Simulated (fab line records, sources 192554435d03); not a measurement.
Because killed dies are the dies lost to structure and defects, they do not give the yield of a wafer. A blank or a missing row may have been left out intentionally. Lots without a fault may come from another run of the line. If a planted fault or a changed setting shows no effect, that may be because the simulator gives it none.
Matching of chambers	flow n5Finfet	rieDiel-05 running N5_DUMMY_GATE_STRIP_48: 4 sister chambers
The step strips in N2/H2, time 20 s. 8 wafers are shown with their chamber, then 9 later ones without.

WAFERS WITH THEIR CHAMBER
wafer	chamber	drypumpMotorCurrentA (A)	throttleValvePct (%)
L076.2	0	5.6	12.28
L078.2	3	6.1	12.23
L080.6	0	5.6	12.31
L082.2	3	6.1	12.26
L082.5	2	4.8	11.81
L085.1	1	6.5	12.47
L085.2	2	4.9	11.83
L085.6	1	6.5	12.49

WAFERS WHOSE CHAMBER IS MISSING
wafer	drypumpMotorCurrentA (A)	throttleValvePct (%)
L088.1	4.9	11.85
L088.2	6.5	12.49
L088.5	6.5	12.48
L092.2	4.8	11.87
L092.5	5.6	12.34
L092.6	4.9	11.85
L093.1	6.1	12.30
L093.4	6.1	12.30
L093.5	5.6	12.35

WHICH CHAMBER EACH WENT THROUGH
wafer	from the rows above	in truth
L088.1	2	2
L088.2	1	1
L088.5	1	1
L092.2	2	2
L092.5	0	0
L092.6	2	2
L093.1	3	3
L093.4	3	3
L093.5	0	0
Correctly placed: 9 of 9. Can't be placed from these rows: 0. Wrongly placed: 0.
How it was worked out, from the rows above alone: a wafer's distance from a chamber is the root of the sum, over the readings, of the square of ((its reading less the chamber's mean) divided by the reading's scatter). If the next closest chamber is less than 2 further off than the closest, the wafer can't be placed; otherwise it belongs to the closest. The mean given for a chamber averages the wafers shown for that chamber. The scatter is the square root of a quotient: the sum, over the shown wafers, of each reading's squared deviation from its chamber's mean, divided by wafers minus chambers.
